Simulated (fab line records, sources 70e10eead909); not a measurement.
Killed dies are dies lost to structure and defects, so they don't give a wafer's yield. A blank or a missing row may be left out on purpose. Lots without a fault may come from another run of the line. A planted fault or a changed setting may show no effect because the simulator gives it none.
Which tool did it? | flow nand_harc | 6 lots, 17 wafers sampled, at 1 step of a route of 1159

WHAT THE GAUGES READ, wafer by wafer
NHARC_A_CONTACT_CD_MEAS_08: target cd 100 nm.
lot  | measured     | on        | cd_nm (nm)
L715 | day 17 08:40 | cd_sem-02 | 100.3 99.7 100.1
L717 | day 17 16:08 | cd_sem-03 | 99.5 100.2 100.2
L719 | day 18 11:33 | cd_sem-02 | 99.8 100.6 99.6
L728 | day 20 18:08 | cd_sem-03 | 99.6 99.8
L731 | day 21 11:58 | cd_sem-01 | 99.7 99.2 100.5
L732 | day 22 07:40 | cd_sem-02 | 99.9 100.1 100.0

WHICH TOOL RAN EACH LOT (tool, then ch and the chambers of the sampled wafers, then the start)
The record holds no process step before these readings.

THE ANSWER, worked out from the rows above alone
Rule: what is usual is taken from the lots themselves. Put in order of their means at a reading, lots are off if they are a third of the lots or fewer, leave a main group of 4 or more, and stand apart from it by a gap of 3 or more times the standard deviation of the main group's means; of several such gaps the widest counts. A main group whose means are all the same, to the digits that the tables above print for the reading, isn't used. A lot without any number at a reading at which 4 lots or more have one is off too. The other lots that the step has rows for count as sound.
No lot is off at any reading shown: from this, nothing can be told.

WHAT THE SIMULATOR HAD PUT IN
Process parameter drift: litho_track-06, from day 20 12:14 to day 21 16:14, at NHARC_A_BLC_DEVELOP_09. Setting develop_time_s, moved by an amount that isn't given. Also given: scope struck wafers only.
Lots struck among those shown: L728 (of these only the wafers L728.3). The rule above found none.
